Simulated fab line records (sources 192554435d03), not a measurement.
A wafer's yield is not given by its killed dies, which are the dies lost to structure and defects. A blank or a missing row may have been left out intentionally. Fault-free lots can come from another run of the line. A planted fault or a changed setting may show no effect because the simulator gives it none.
The tool behind it: which one? ; flow n5_finfet ; 12 lots, 36 wafers sampled, at 3 steps of a route of 1938

== WHAT EACH GAUGE READ, for each wafer ==
N5_BEOL_M1_OCD_MEAS_38.
lot;measured;on;trench_depth_nm (nm)
L075;day 7 03:21;ocd-01;55.1 55.4 55.3
L077;day 7 09:02;ocd-02;53.8 55.1 52.4
L079;day 7 15:29;ocd-02;54.2 55.3 54.5
L081;day 8 15:21;ocd-01;56.6 56.9 56.6
L083;day 8 19:17;ocd-02;54.8 53.6 55.2
L085;day 9 05:13;ocd-02;53.5 56.7 56.4
L087;day 9 20:32;ocd-01;52.7 55.8 54.0
L089;day 10 05:22;ocd-02;54.5 53.2 55.7
L091;day 10 08:29;ocd-02;55.1 53.6 54.8
L093;day 11 18:15;ocd-02;51.7 54.8 51.2
L095;day 11 18:45;ocd-01;55.7 52.9 53.0
L097;day 11 23:04;ocd-01;54.9 52.2 53.4

== WHAT TOOL EACH LOT RAN ON (gives the tool, then ch and the chambers of the sampled wafers, and finally the start) ==
lot;N5_BEOL_M1_ETCH_64;N5_BEOL_M1_STRIP_66
L075;rie_diel-02 ch 0,3, day 6 16:19;rie_diel-02 ch 0,3, day 6 16:27
L077;rie_diel-06 ch 0,1,3, day 6 23:12;rie_diel-06 ch 0,1,3, day 6 23:19
L079;rie_diel-05 ch 1,2,3, day 7 13:01;rie_diel-05 ch 1,2,3, day 7 13:09
L081;rie_diel-06 ch 2,3, day 8 05:07;rie_diel-06 ch 2,3, day 8 05:14
L083;rie_diel-05 ch 1,3, day 8 14:39;rie_diel-05 ch 1,3, day 8 14:47
L085;rie_diel-06 ch 2,3, day 9 02:55;rie_diel-06 ch 2,3, day 9 03:02
L087;rie_diel-05 ch 0,1,3, day 9 10:02;rie_diel-05 ch 0,1,3, day 9 10:10
L089;rie_diel-05 ch 2,3, day 9 20:42;rie_diel-05 ch 2,3, day 9 20:49
L091;rie_diel-05 ch 1,2,3, day 10 03:35;rie_diel-05 ch 1,2,3, day 10 03:43
L093;rie_diel-06 ch 1,2,3, day 11 00:01;rie_diel-06 ch 1,2,3, day 11 00:08
L095;rie_diel-02 ch 2,3, day 11 15:32;rie_diel-02 ch 2,3, day 11 15:40
L097;rie_diel-06 ch 2,3, day 11 15:58;rie_diel-06 ch 2,3, day 11 16:06
- N5_BEOL_M1_ETCH_64: etches SOC in N2/H2, target depth 75 nm, overetch 15 nm, time 112.5 s.
- N5_BEOL_M1_STRIP_66: strips in CF4.

== THE ANSWER, worked out from the rows above alone ==
Rule: what is usual is taken from the lots themselves. The widest of any qualifying gaps counts: lots, ordered by their means at a reading, are off when they make up no more than a third of the lots, leave a main group of 4 or more, and stand apart from it by 3 or more times the standard deviation of that group's means. A main group whose means are all the same, to the digits that the tables above print for the reading, isn't used. Also off: a lot with no number at a reading for which 4 or more lots have one. Where the step has rows for the other lots, those lots are counted as sound.
No lot is off on any of the readings shown, so nothing can be concluded from this.

== WHAT THE SIMULATOR HAD PUT IN ==
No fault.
